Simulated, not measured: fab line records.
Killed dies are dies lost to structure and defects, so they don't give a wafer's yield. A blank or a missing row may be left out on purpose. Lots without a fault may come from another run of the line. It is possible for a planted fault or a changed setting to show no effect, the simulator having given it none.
The tool behind it: which one? -- flow n5-finfet -- 6 lots, 18 wafers sampled, at 3 steps of a route of 1938

== WHAT THE GAUGES SHOWED, per wafer ==
N5_PMOS_HMC_CHANNEL_EPI_OVL_MEAS_10.
lot,measured,on,PMOS_HMC_BLK_OVL (nm)
L834,day 1 23:31,overlay-02,0.1 -0.3 1.8
L836,day 2 11:44,overlay-01,-0.7 0.6 0.2
L839,day 3 04:56,overlay-01,0.9 0.3 1.5
L847,day 5 05:17,overlay-02,0.1 -0.6 0.0
L853,day 6 17:01,overlay-01,0.3 1.5 0.2
L856,day 7 11:27,overlay-01,1.2 0.1 -0.1

== WHAT TOOL EACH LOT RAN ON (gives the tool, then ch and the chambers of the sampled wafers, and finally the start) ==
lot,N5_WELL_APT_IMPLANT_14,N5_PMOS_HMC_CHANNEL_EPI_HM_DEP_34
L834,"implanter-01 ch 0, day 1 20:19","pecvd-03 ch 0,1, day 1 23:05"
L836,"implanter-02 ch 0, day 2 07:53","pecvd-03 ch 1, day 2 11:25"
L839,"implanter-01 ch 0, day 3 01:46","pecvd-03 ch 0,1, day 3 04:29"
L847,"implanter-02 ch 0, day 5 01:58","pecvd-03 ch 1,2, day 5 04:52"
L853,"implanter-01 ch 0, day 6 13:58","pecvd-02 ch 0,1,2, day 6 16:36"
L856,"implanter-01 ch 0, day 7 08:10","pecvd-01 ch 0,2, day 7 11:08"
- N5_WELL_APT_IMPLANT_14
- N5_PMOS_HMC_CHANNEL_EPI_HM_DEP_34: deposits SiO2 from TEOS/O2, target thk 36 nm, time 6.9 s.

== THE ANSWER, worked out from the rows above alone ==
Rule: usual is defined by the lots themselves. Put in order of their means at a reading, lots are off if they are a third of the lots or fewer, leave a main group of 4 or more, and stand apart from it by a gap of 3 or more times the standard deviation of the main group's means; of several such gaps the widest counts. The tables above print the reading to a certain number of digits; a main group whose means all agree to those digits is not used. A lot without any number at a reading at which 4 lots or more have one is off too. All remaining lots with rows at the step are treated as sound.
None of the lots is off at any reading shown; this tells nothing.

== WHAT WAS PUT IN BY THE SIMULATOR ==
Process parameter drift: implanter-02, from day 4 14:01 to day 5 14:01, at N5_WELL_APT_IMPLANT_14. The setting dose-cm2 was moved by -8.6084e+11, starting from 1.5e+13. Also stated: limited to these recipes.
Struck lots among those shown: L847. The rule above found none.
